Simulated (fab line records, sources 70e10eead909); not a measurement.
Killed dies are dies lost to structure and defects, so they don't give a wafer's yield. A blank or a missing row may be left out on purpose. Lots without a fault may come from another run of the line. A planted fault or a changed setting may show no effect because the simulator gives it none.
fab line records | flow nand_harc
record lots=6 wafers=18 last_day=34
route steps=1302 shown P_STI@102 P_GATE@110
lots that met no fault: from a run of the same line without faults
start_h: hours from the record's first day to the start of the lot's first wafer shown | wait_h: hours since the lot's step before | " the same as in the row above | L1.1+2: a row that stands for several wafers | - no value, or no start given | * or withheld: withheld | < > ~ a bound
route shown NAME@n: a module of which the file shows steps, and the number in the route of the first | usual: mean/standard deviation of fault-free wafers | same: alike in all rows | chamber/n: place in a boat | sites: the reading at each site | _std_site: their standard deviation | _edge_site: outer sites' mean less inner sites' | radius_mm: how far each site lies from the wafer's centre | mask NAME#n: copy n | behind: the tool/chamber that last shaped the wafer | hold: why the lot was held/for how many hours/how that ended | device: the transistor (n, p or np) that didn't switch | end of line: the same wafers' tests at the end of the route | a step without rows: its recipe alone | killed: dies lost to structure and defects at the first sort, not the wafer's yield | map: a wafer's dies, x killed, . not, _ none there
set.NAME: the setting as run; set.NAME@STEP: as run at that earlier step | model.NAME: the simulator's own value behind a step, which no gauge read
lots at some steps of the route; a table a step, a row a wafer
services: from which hour (start_h, from the record's first day; less than 0 if before it) a tool's chamber was out of use, for how many hours, and why
## steps
# step NHARC_P_STI_SRD_35
# step NHARC_P_STI_ETCH_36
# recipe target_depth_a=388 chemistry=dHF material=SiO2
# step NHARC_P_STI_STRIP_24
# recipe temp_c=160 chemistry=H3PO4 material=Si3N4
# step NHARC_P_STI_ETCH_37
# recipe target_depth_a=110 chemistry=dHF material=SiO2
# step NHARC_P_STI_PRECLEAN_38
# recipe time_s=* temp_c=50 bath_age_min=0 chemistry=SC1
# step NHARC_P_STI_SRD_39
# step NHARC_P_STI_OXIDE_40
# recipe target_thk_a=100 temp_c=900 ox_time_s=1362 material=SiO2
# step NHARC_P_STI_INSPECT_25
# usual raw_defect_count=242/82
# columns lot.wafer tool chamber start_h wait_h raw_defect_count
L437.1 defect_inspect-02 - 143.14 0.4 195
L437.2 " - " " 467
L437.4 " - " " 304
L438.2 defect_inspect-02 - 156.30 0.4 151
L438.3 " - " " 175
L438.5 " - " " 153
L447.1 defect_inspect-01 - 248.84 0.4 176
L447.4 " - " " 219
L447.6 " - " " 264
L451.1 defect_inspect-02 - 282.93 0.4 229
L451.2 " - " " 356
L451.5 " - " " 208
L452.2 defect_inspect-01 - 293.22 0.4 141
L452.5 " - " " 148
L452.6 " - " " 206
L453.2 defect_inspect-01 - 302.75 0.4 255
L453.3 " - " " 284
L453.6 " - " " 240
# step NHARC_P_GATE_ETCH_69
# recipe target_depth_a=140 chemistry=dHF material=SiO2
# step NHARC_P_GATE_PRECLEAN_70
# recipe time_s=* temp_c=50 bath_age_min=0 chemistry=SC1
# step NHARC_P_GATE_SRD_01
# step NHARC_P_GATE_OXIDE_02
# recipe target_thk_a=375 temp_c=950 p_h2o_torr=720 ox_time_s=365 material=SiO2
# usual ox_temp_c=950.0/0.5 ox_time_s=365/0 spike_tc_bottom_C=966/3.9 tube_center_temp_C=949.99/0.089
# columns lot.wafer tool chamber start_h wait_h ox_temp_c ox_time_s spike_tc_bottom_C tube_center_temp_C
L437.1 furnace-02 - 146.87 - - - - -
L437.2 " - " " - - - -
L437.4 " - " " - - - -
L438.2 furnace-02 - 160.03 - - - - -
L438.3 " - " " - - - -
L438.5 " - " " - - - -
L447.1 furnace-03 0 252.21 - 950.6 365 963 949.97
L447.4 " 0 " " 949.8 365 963 949.97
L447.6 " 0 " " 950.0 365 963 949.95
L451.1 furnace-03 0 286.29 - 951.3 365 961 949.99
L451.2 " 0 " " 949.7 365 962 949.81
L451.5 " 0 " " 950.2 365 964 949.75
L452.2 furnace-06 0 296.72 - 949.8 365 966 950.15
L452.5 " 0 " " 949.6 365 967 950.07
L452.6 " 0 " " 949.3 365 968 949.97
L453.2 furnace-02 0 307.41 - 950.5 365 971 949.83
L453.3 " 0 " " 949.8 365 972 949.98
L453.6 " 0 " " 950.3 365 972 949.92
# step NHARC_P_GATE_DEHYDRATE_03
# recipe temp_c=150 time_s=120
## services
# columns tool chamber start_h hours kind
furnace-03 - 298.53 26.0 pm
## key
first_sign step=NHARC_P_GATE_OXIDE_02 reading=tool_record direction=missing
effect none on later readings
met_at NHARC_P_GATE_OXIDE_02
struck_wafers L437.1,L437.2,L437.4,L438.2,L438.3,L438.5
later_rows_left_out L437.1,L437.2,L437.4,L438.2,L438.3,L438.5
sort_left_out L437.1,L437.2,L437.4,L438.2,L438.3,L438.5
tester_left_out L437,L438
fault kind=skipped_step_whole tool=furnace-02 chamber=- onset_h=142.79 steps=NHARC_P_GATE_OXIDE_02 scope=struck_lots_only
# tester_left_out: of these lots the tester's yield and bins aren't shown, on N5 and GAA mostly nor the transistor test; their killed dies are dies lost to structure and defects alone, not to doping, threshold or leakage, so they don't give the yield
# sort_left_out: the simulated sort isn't trusted on such a fault, so these wafers' sort isn't shown, and their yield isn't known
# later_rows_left_out: the simulator's readings of these wafers behind a module that went badly wrong aren't trusted and aren't shown, but for the sort
